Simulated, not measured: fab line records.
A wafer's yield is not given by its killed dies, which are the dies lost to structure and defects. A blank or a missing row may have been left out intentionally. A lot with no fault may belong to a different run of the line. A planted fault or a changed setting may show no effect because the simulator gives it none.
Matching of chambers	flow nand_harc	4 sister chambers for NHARC_A_CHANNEL_FILL_D1_ALD_25 on ald_hk-02
The step deposits SiOx, target thk 60 nm, pulse time 10 s, ald cycles 600. 8 wafers are shown with their chamber, then 12 later ones without.

== EACH WAFER AND ITS CHAMBER ==
wafer	chamber	heater_power_w (W)	precursor_pulse_height_rel
L085.6	2	539	1.008
L088.1	0	499	0.980
L088.6	2	475	1.005
L090.3	0	507	0.986
L090.6	1	477	0.984
L092.2	1	474	1.004
L092.3	3	552	1.038
L092.5	3	547	1.036

== WAFERS WITH NO CHAMBER GIVEN ==
wafer	heater_power_w (W)	precursor_pulse_height_rel
L092.4	506	1.010
L092.1	484	1.005
L092.6	495	0.996
L094.1	548	0.981
L094.2	511	1.040
L094.6	477	1.009
L095.2	487	0.972
L095.4	549	1.003
L095.5	491	1.001
L096.2	484	1.010
L096.3	483	0.975
L096.4	552	1.026

== THE CHAMBER EACH PASSED THROUGH ==
wafer	from the rows above	in truth
L092.4	2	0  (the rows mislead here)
L092.1	can't be placed: 2 or 1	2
L092.6	can't be placed: 1 or 2 or 0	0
L094.1	can't be placed: 0 or 1 or 2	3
L094.2	3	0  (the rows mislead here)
L094.6	can't be placed: 2 or 1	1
L095.2	can't be placed: 0 or 1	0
L095.4	can't be placed: 2 or 0 or 1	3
L095.5	can't be placed: 2 or 1 or 0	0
L096.2	can't be placed: 2 or 1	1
L096.3	can't be placed: 0 or 1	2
L096.4	can't be placed: 3 or 2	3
Placed correctly: 0 of 12. Not placeable from these rows: 10 (in 7, the candidates include the true chamber). Wrongly placed: 2.
How it was worked out, from the rows above alone: a wafer's distance from a chamber is the root of the sum, over the readings, of the square of ((its reading less the chamber's mean) divided by the reading's scatter). If the next closest chamber is less than 2 further off than the closest, the wafer can't be placed; otherwise it belongs to the closest. A chamber's mean is the mean of its shown wafers. How the scatter is found: for the shown wafers, subtract from each reading the mean of its chamber, square and add these, divide the total by (wafers less chambers), then take the root.
